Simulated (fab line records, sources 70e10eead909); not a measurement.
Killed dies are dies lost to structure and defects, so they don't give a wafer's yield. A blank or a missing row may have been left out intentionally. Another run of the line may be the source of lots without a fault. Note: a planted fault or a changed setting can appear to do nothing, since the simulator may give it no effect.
Chamber matching    flow nand-harc    4 sister chambers for NHARC_A_BONDPAD_ETCH_12 on rie-diel-10
The step etches the open film in CHF3/O2, target depth 220 nm, time 110 s. 8 wafers are shown with their chamber, then 8 later ones without.

## EACH WAFER AND ITS CHAMBER
wafer   chamber  showerhead-plenum-p-Torr (Torr)  drypump-motor-current-A (A)
L847.6  1        2.53                             6.8
L852.6  3        2.50                             6.3
L853.2  0        2.32                             6.2
L853.4  2        2.28                             5.5
L862.3  2        2.28                             5.6
L862.5  0        2.31                             6.2
L862.6  3        2.50                             6.3
L865.2  1        2.53                             6.7

## WAFERS MISSING THEIR CHAMBER
wafer   showerhead-plenum-p-Torr (Torr)  drypump-motor-current-A (A)
L865.5  2.31                             6.2
L865.6  2.53                             6.7
L864.2  2.53                             6.7
L864.3  2.50                             6.3
L864.6  2.53                             6.7
L866.2  2.31                             6.2
L866.3  2.53                             6.7
L866.6  2.31                             6.2

## EACH ONE'S CHAMBER
wafer   from the rows above  in truth
L865.5  0                    0
L865.6  1                    1
L864.2  1                    1
L864.3  3                    3
L864.6  1                    1
L866.2  0                    0
L866.3  1                    1
L866.6  0                    0
Correctly placed: 8 of 8. From these rows, 0 cannot be placed. Number placed wrongly: 0.
How it was worked out, from the rows above alone: a wafer's distance from a chamber is the root of the sum, over the readings, of the square of ((its reading less the chamber's mean) divided by the reading's scatter). The wafer belongs to the nearest chamber; if the next one is less than 2 further off, it can't be placed. A chamber's mean is the mean of its shown wafers. The scatter: the root of (the sum of the squares of (reading less its chamber's mean) over the shown wafers, divided by (wafers less chambers)).
